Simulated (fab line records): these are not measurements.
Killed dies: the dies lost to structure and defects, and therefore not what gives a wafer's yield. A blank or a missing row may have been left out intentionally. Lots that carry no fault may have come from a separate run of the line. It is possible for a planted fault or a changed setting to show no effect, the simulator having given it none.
Chamber matching | flow nand_harc | rie_diel-09 running NHARC_A_STAIRCASE_TRIM_196: 4 sister chambers
The step chemistry O2, time 211.2 s. 20 wafers are shown with their chamber, then 10 later ones without.

## WAFERS, EACH WITH ITS CHAMBER
wafer  | chamber | showerhead_plenum_p_Torr (Torr) | oes_product_au (a.u.) | rf_vpp_V (V)
L075.3 | 1       | 3.80                            | 1.014                 | 57.0
L075.4 | 2       | 3.51                            | 1.000                 | 56.8
L075.6 | 2       | 3.51                            | 1.012                 | 59.0
L077.2 | 2       | 3.50                            | 1.006                 | 58.4
L077.3 | 3       | 3.28                            | 1.015                 | 58.6
L077.5 | 3       | 3.28                            | 1.007                 | 58.0
L080.3 | 1       | 3.79                            | 1.008                 | 58.1
L080.5 | 1       | 3.79                            | 1.020                 | 57.3
L080.6 | 0       | 3.52                            | 1.008                 | 56.9
L082.1 | 0       | 3.51                            | 1.003                 | 56.2
L082.4 | 1       | 3.79                            | 1.030                 | 58.9
L082.6 | 0       | 3.51                            | 1.008                 | 57.6
L083.1 | 3       | 3.27                            | 1.000                 | 56.2
L083.5 | 2       | 3.49                            | 0.997                 | 57.2
L083.6 | 3       | 3.27                            | 1.007                 | 56.9
L084.1 | 3       | 3.27                            | 1.012                 | 55.1
L084.3 | 1       | 3.78                            | 1.020                 | 58.9
L084.5 | 1       | 3.78                            | 1.016                 | 58.0
L086.1 | 3       | 3.26                            | 1.017                 | 56.5
L086.3 | 1       | 3.78                            | 1.018                 | 59.1

SIGNATURES (means of the wafers above)
reading                  | chamber 0 | chamber 1 | chamber 2 | chamber 3 | scatter within a chamber
showerhead_plenum_p_Torr | 3.5133    | 3.7871    | 3.5025    | 3.2717    | 0.00778
oes_product_au           | 1.00633   | 1.01800   | 1.00375   | 1.00967   | 0.00621
rf_vpp_V                 | 56.900    | 58.186    | 57.850    | 56.883    | 1.01
Rule: distance of a wafer from a chamber = root of the sum over the readings of ((wafer's reading minus chamber's mean) / reading's scatter) squared. If the next closest chamber is less than 2 further off than the closest, the wafer can't be placed; otherwise it belongs to the closest. The scatter is the square root of a quotient: the sum, over the shown wafers, of each reading's squared deviation from its chamber's mean, divided by wafers minus chambers.

## WAFERS WHOSE CHAMBER IS MISSING
wafer  | showerhead_plenum_p_Torr (Torr) | oes_product_au (a.u.) | rf_vpp_V (V)
L086.4 | 3.49                            | 0.998                 | 57.4
L092.1 | 3.50                            | 0.997                 | 58.7
L092.2 | 3.80                            | 1.011                 | 57.9
L092.6 | 3.80                            | 1.009                 | 58.7
L093.2 | 3.50                            | 0.995                 | 57.1
L093.3 | 3.80                            | 1.025                 | 57.7
L093.6 | 3.77                            | 1.017                 | 58.7
L094.4 | 3.77                            | 1.018                 | 59.8
L094.5 | 3.77                            | 1.020                 | 58.3
L094.6 | 3.50                            | 0.994                 | 58.1

## EACH ONE'S CHAMBER
wafer  | from the rows above     | in truth
L086.4 | can't be placed: 2 or 0 | 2
L092.1 | can't be placed: 2 or 0 | 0
L092.2 | 1                       | 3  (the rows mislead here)
L092.6 | 1                       | 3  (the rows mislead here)
L093.2 | can't be placed: 2 or 0 | 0
L093.3 | 1                       | 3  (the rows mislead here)
L093.6 | 1                       | 1
L094.4 | 1                       | 1
L094.5 | 1                       | 1
L094.6 | can't be placed: 2 or 0 | 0
Correct placement for 3 of the 10. These rows do not allow placing 4 (true chamber among the candidates in 4). 3 placed wrongly.
